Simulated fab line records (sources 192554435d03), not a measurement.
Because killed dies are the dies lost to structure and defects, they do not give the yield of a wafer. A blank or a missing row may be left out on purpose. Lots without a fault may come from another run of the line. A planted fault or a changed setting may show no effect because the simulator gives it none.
8D (eight disciplines) problem report, filled in by code    flow n5Finfet    the parts of the form that need people (team, actions taken, sign-off) are left out

## 1. THE ISSUE
Wafers free of any fault read 0.1 nm (standard deviation 0.77) for M8_OVL at N5_BEOL_M8_OVL_MEAS_12, against a mean of 11.6 nm on 6 wafers of 2 lots. Measured from the usual mean, that is +15 standard deviations.
The first sign was on wafer L326.1 at day 11 22:58, on overlay-01. The record holds 30 wafers of 10 lots with a number at this step. By rule, "out" or "out of limits" means more than 4 standard deviations away from the usual mean. All remaining wafers that have a number are taken as sound.

## 2. WHAT IT IS; WHAT IT IS NOT
question                     is                      is not
which readings at this step  M8_OVL                  -
which lots                   L326, L330              L324, L325, L334, L335, L337, L340, L342, L344
which wafers of those lots   all that have a number  -
read on which gauges         overlay-01, overlay-02  -
when                         from day 11 22:58       up to then (6 sound wafers); but 18 sound wafers of L334, L335, L337, L340, L342, L344 came after

## 3. SUSPECTS, AND WHAT RULES EACH OUT
Counting: a tool at a process step up to the reading stays a suspect if it ran every lot that is out and no sound lot after the first of them.
- the gauge at N5_BEOL_M8_OVL_MEAS_12 is ruled out. Those wafers that are out were read across 2 gauges (overlay-01, overlay-02).
- arfiScanner-02 at N5_BEOL_M8_EXPOSE_08 (exposes mask M8): kept. It ran every lot that is out, first L326 (day 11 22:49), and no sound lot after that; its last sound lot up to then is L324 (day 11 01:48).
Left after counting: arfiScanner-02 at N5_BEOL_M8_EXPOSE_08.

## 4. THE CAUSE (what the simulator had put in)
Scanner matching overlay: arfiScanner-02, from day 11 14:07 on, at N5_BEOL_M8_EXPOSE_08. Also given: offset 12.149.
Counting left only this tool.

## 5. THE EFFECT CHAIN, in route order
Rows list readings where the struck wafers' mean (over those with a number) sits beyond 3 standard deviations from the usual. Scope: only readings with a usual standard deviation given in the record; hours: median across lots of the time from each lot's start at the first step in this table that gives one to its start at this step; sigmas: change in usual standard deviations.
hours  step                    reading  usual   on struck wafers  change  sigmas
0      N5_BEOL_M8_OVL_MEAS_12  M8_OVL   0.1 nm  11.6              +11.5   +15

## 6. HOW IT WOULD HAVE BEEN CAUGHT EARLIER
9 hours passed between the start of the fault at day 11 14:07 and the first reading out of limits at a measuring or inspecting step in this record, taken at day 11 22:58.
Tool readings at N5_BEOL_M8_EXPOSE_08 with a usual standard deviation given in the record: none out on any struck wafer, hence no alarm at a limit of 4 standard deviations on them.
Lots out: 2; of these, L330 started N5_BEOL_M8_EXPOSE_08 on arfiScanner-02 after day 11 22:58. A hold on the tool at that time would have spared it.
